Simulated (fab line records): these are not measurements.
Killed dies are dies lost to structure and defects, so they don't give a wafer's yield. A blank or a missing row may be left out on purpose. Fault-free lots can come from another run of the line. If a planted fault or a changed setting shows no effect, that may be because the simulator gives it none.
Chamber matching ; flow n5Finfet ; N5_BEOL_M0_CUTY_DESCUM_61 on rieDiel-05: 4 sister chambers
The step chemistry O2, time 7.9 s. 4 wafers are shown with their chamber, then 9 later ones without.

== WAFERS PAIRED WITH THEIR CHAMBERS ==
wafer;chamber;throttleValvePct (%)
L082.3;3;20.43
L085.5;2;20.95
L086.1;1;20.19
L086.6;0;20.40

== WAFERS MISSING THEIR CHAMBER ==
wafer;throttleValvePct (%)
L087.1;20.37
L087.2;20.96
L087.4;20.46
L093.2;20.97
L093.3;20.21
L093.5;20.23
L096.2;20.98
L096.4;20.98
L096.6;20.22

== WHICH CHAMBER EACH WENT THROUGH ==
wafer;from the rows above;in truth
L087.1;can't be placed: 0 or 3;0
L087.2;2;2
L087.4;can't be placed: 3 or 0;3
L093.2;2;2
L093.3;1;1
L093.5;1;1
L096.2;2;2
L096.4;2;2
L096.6;1;1
Correct placement for 7 of the 9. Not placeable from these rows: 2 (in 2, the candidates include the true chamber). Placed wrongly: 0.
How it was worked out, from the rows above alone: a wafer's distance from a chamber is the root of the sum, over the readings, of the square of ((its reading less the chamber's mean) divided by the reading's scatter). The wafer belongs to the nearest chamber; if the next one is less than 2 further off, it can't be placed. For every chamber, the mean is computed from those of its wafers that are shown. The scatter: with one shown wafer a chamber, the root of the mean of the squares of how far each hidden wafer lies from its nearest shown one.
